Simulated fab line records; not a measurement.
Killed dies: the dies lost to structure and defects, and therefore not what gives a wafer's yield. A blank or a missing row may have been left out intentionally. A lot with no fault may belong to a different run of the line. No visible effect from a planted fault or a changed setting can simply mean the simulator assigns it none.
Which of the tools did it? -- flow nand harc -- 36 wafers from 12 lots sampled at 6 of the route's 1159 steps

== WHAT THE GAUGES READ, wafer by wafer ==
NHARC_P_BONDPAD_THK_MEAS_20: measures by xrf. Usual: thk nm 160.7 nm, standard deviation 1.4.
lot,measured,on,thk nm (nm),flag
L815,day 7 18:03,film metro-02,162.0 158.9 161.4,
L817,day 8 05:41,film metro-02,161.0 161.2 161.4,
L822,day 9 20:13,film metro-01,162.1 160.3 163.2,
L824,day 9 20:59,film metro-02,163.8 162.4 161.1,
L823,day 9 22:09,film metro-01,161.6 163.1 161.8,
L825,day 10 13:52,film metro-01,159.6 159.6 161.3,
L827,day 10 14:10,film metro-02,161.4 161.5 160.3,
L826,day 10 14:47,film metro-01,160.6 159.4 160.9,
L829,day 11 06:34,film metro-01,159.6 161.6 161.3,
L830,day 11 08:29,film metro-01,160.2 160.4 163.0,
L831,day 11 16:10,film metro-01,161.8 161.2 159.8,
L833,day 12 08:17,film metro-02,159.6 161.4 161.6,

NHARC_A_ZERO_WELL_INSPECT_17. Usual: raw defect count 10, standard deviation 5.4.
lot,measured,on,raw defect count,flag
L815,day 7 20:55,defect inspect-01,18 13 7,
L817,day 8 08:52,defect inspect-01,24 4 16,
L822,day 9 23:14,defect inspect-01,12 5 10,
L824,day 9 23:58,defect inspect-02,9 12 11,
L823,day 10 01:13,defect inspect-02,6 13 6,
L825,day 10 17:01,defect inspect-02,10 10 17,
L827,day 10 17:25,defect inspect-02,11 4 13,
L826,day 10 17:56,defect inspect-02,1 8 5,
L829,day 11 09:33,defect inspect-02,13 10 9,
L830,day 11 11:34,defect inspect-01,10 4 9,
L831,day 11 19:16,defect inspect-01,16 11 24,
L833,day 12 16:40,defect inspect-01,13 23 5,

NHARC_A_SOURCE_PLATE_THK_MEAS_09: measures by ellipsometry. Usual: thk nm 9.6 nm, standard deviation 0.93.
lot,measured,on,thk nm (nm),flag
L815,day 8 08:26,film metro-01,15.6 15.9 16.0,OFF
L817,day 8 23:07,film metro-01,15.6 16.7 17.0,OFF
L822,day 10 07:05,film metro-02,11.0 11.8 8.4,
L824,day 10 07:05,film metro-01,10.5 9.0 9.8,
L823,day 10 07:06,film metro-02,11.0 10.6 10.2,
L825,day 11 00:26,film metro-01,9.3 9.6 9.8,
L827,day 11 00:26,film metro-02,8.5 8.4 9.5,
L826,day 11 00:27,film metro-01,9.1 9.2 10.0,
L829,day 11 17:03,film metro-02,8.9 9.3 9.3,
L830,day 11 17:04,film metro-02,9.0 9.0 10.6,
L831,day 12 02:43,film metro-01,7.1 10.8 8.9,
L833,day 12 23:49,film metro-02,9.1 9.4 9.6,

NHARC_END_SORT_01. Usual: killed at array 29, standard deviation 11; killed at other 0.6, standard deviation 0.75; killed at periphery 3.1, standard deviation 2.1; killed dies 32, standard deviation 11; killed open 3.0, standard deviation 1.8; killed short 1.8, standard deviation 1.3.
lot,measured,on,killed at array,killed at other,killed at periphery,killed dies,killed open,killed short,flag
L815,day 20 05:20,prober-01,18 20,0 2,2 6,20 28,2 7,1 3,
L817,day 20 18:38,prober-01,19 32,0 0,4 6,23 38,6 3,1 2,

== WHAT TOOL EACH LOT RAN ON (gives the tool, then ch and the chambers of the sampled wafers, and finally the start) ==
lot,NHARC_A_ZERO_WELL_ETCH_19,NHARC_A_SOURCE_PLATE_OXIDE_02
L815,"rie diel-01 ch 0,2,3, day 7 19:43","furnace-03 ch 0, day 7 23:58"
L817,"rie diel-13 ch 1,2,3, day 8 07:39","furnace-03 ch 0, day 8 11:55"
L822,"rie diel-13 ch 2,3, day 9 22:00","furnace-03 ch 0, day 10 02:59"
L824,"rie diel-01 ch 1,3, day 9 22:46","furnace-03 ch 0, day 10 02:59"
L823,"rie diel-02 ch 0,3, day 9 23:54","furnace-03 ch 0, day 10 02:59"
L825,"rie diel-02 ch 0,2,3, day 10 15:47","furnace-06 ch 0, day 10 20:22"
L827,"rie diel-01 ch 0,1,3, day 10 16:04","furnace-06 ch 0, day 10 20:22"
L826,"rie diel-13 ch 1,2,3, day 10 16:41","furnace-06 ch 0, day 10 20:22"
L829,"rie diel-01 ch 0,1,3, day 11 08:20","furnace-06 ch 0, day 11 12:55"
L830,"rie diel-02 ch 0,1,2, day 11 10:20","furnace-06 ch 0, day 11 12:55"
L831,"rie diel-01 ch 1,3, day 11 17:58","furnace-06 ch 0, day 11 22:37"
L833,"rie diel-13 ch 0,2,3, day 12 10:05","furnace-03 ch 0, day 12 19:44"
- NHARC_A_ZERO_WELL_ETCH_19: etches the open film in N2/H2, target depth 80 nm, overetch 24 nm, time 87.88 s.
- NHARC_A_SOURCE_PLATE_OXIDE_02: material SiO2, target thk 10 nm, ox time 1362 s.

== AS READ BY THE TOOLS THEMSELVES (means over the sampled wafers that have a number; for cases with no such wafer, the mark the record gives instead) ==
NHARC_A_ZERO_WELL_ETCH_19. Usual: chamber pressure mTorr 29.999 mTorr, standard deviation 0.029; drypump motor current A 5.9 A, standard deviation 0.38; oes product au 1.002 a.u., standard deviation 0.0093; rf vpp V 431.3 V, standard deviation 2.5; showerhead plenum p Torr 2.07 Torr, standard deviation 0.084; throttle valve pct 14.171 %, standard deviation 0.0085.
lot,tool,chamber pressure mTorr (mTorr),drypump motor current A (A),oes product au (a.u.),rf vpp V (V),showerhead plenum p Torr (Torr),throttle valve pct (%),flag
L815,rie diel-01,29.989,5.7,0.992,430.0,2.02,14.171,
L817,rie diel-13,29.995,6.0,1.018,431.3,2.08,14.165,
L822,rie diel-13,30.011,6.3,1.007,431.3,2.08,14.170,
L824,rie diel-01,29.991,6.3,1.004,432.9,2.10,14.175,
L823,rie diel-02,29.998,6.0,1.006,433.0,2.12,14.167,
L825,rie diel-02,30.004,5.9,1.001,431.3,2.09,14.172,
L827,rie diel-01,29.983,6.1,1.005,431.7,2.07,14.170,
L826,rie diel-13,30.020,6.0,1.009,431.5,2.07,14.170,
L829,rie diel-01,30.023,6.1,1.007,431.7,2.07,14.166,
L830,rie diel-02,30.025,5.9,0.996,433.7,2.12,14.170,
L831,rie diel-01,29.992,6.1,1.006,433.2,2.13,14.164,
L833,rie diel-13,29.989,6.0,1.007,431.3,2.08,14.178,

NHARC_A_SOURCE_PLATE_OXIDE_02. Usual: ox temp c 900.0 C, standard deviation 0.41.
lot,tool,ox temp c (C),flag
L815,furnace-03,899.5,
L817,furnace-03,900.1,
L822,furnace-03,899.8,
L824,furnace-03,900.4,
L823,furnace-03,899.8,
L825,furnace-06,900.0,
L827,furnace-06,899.4,
L826,furnace-06,899.7,
L829,furnace-06,899.9,
L830,furnace-06,900.7,
L831,furnace-06,900.2,
L833,furnace-03,900.3,

== THE ANSWER, worked out from the rows above alone ==
Rule: a lot is off if the mean of its wafers that have a number lies more than 3 standard deviations from the usual mean. A lot without any number at a reading at which 4 lots or more have one is off too. All remaining lots with rows at the step are treated as sound. The gauges are gone through in route order, then the tools' own readings, and for those a lot's mean is taken as printed above. The first step at which some lot is off is used, and at that step the reading that is off furthest; a lot without a number counts as furthest.
Off: L815, L817, at NHARC_A_SOURCE_PLATE_THK_MEAS_09 (thk nm).
If a tool, at a process step before that reading, ran all the lots that are off and no sound lot after the first of them, it fits. Gauges at NHARC_A_SOURCE_PLATE_THK_MEAS_09: tried the same way as those tools. Of those tried, none fits.

== WHAT THE SIMULATOR PUT IN ==
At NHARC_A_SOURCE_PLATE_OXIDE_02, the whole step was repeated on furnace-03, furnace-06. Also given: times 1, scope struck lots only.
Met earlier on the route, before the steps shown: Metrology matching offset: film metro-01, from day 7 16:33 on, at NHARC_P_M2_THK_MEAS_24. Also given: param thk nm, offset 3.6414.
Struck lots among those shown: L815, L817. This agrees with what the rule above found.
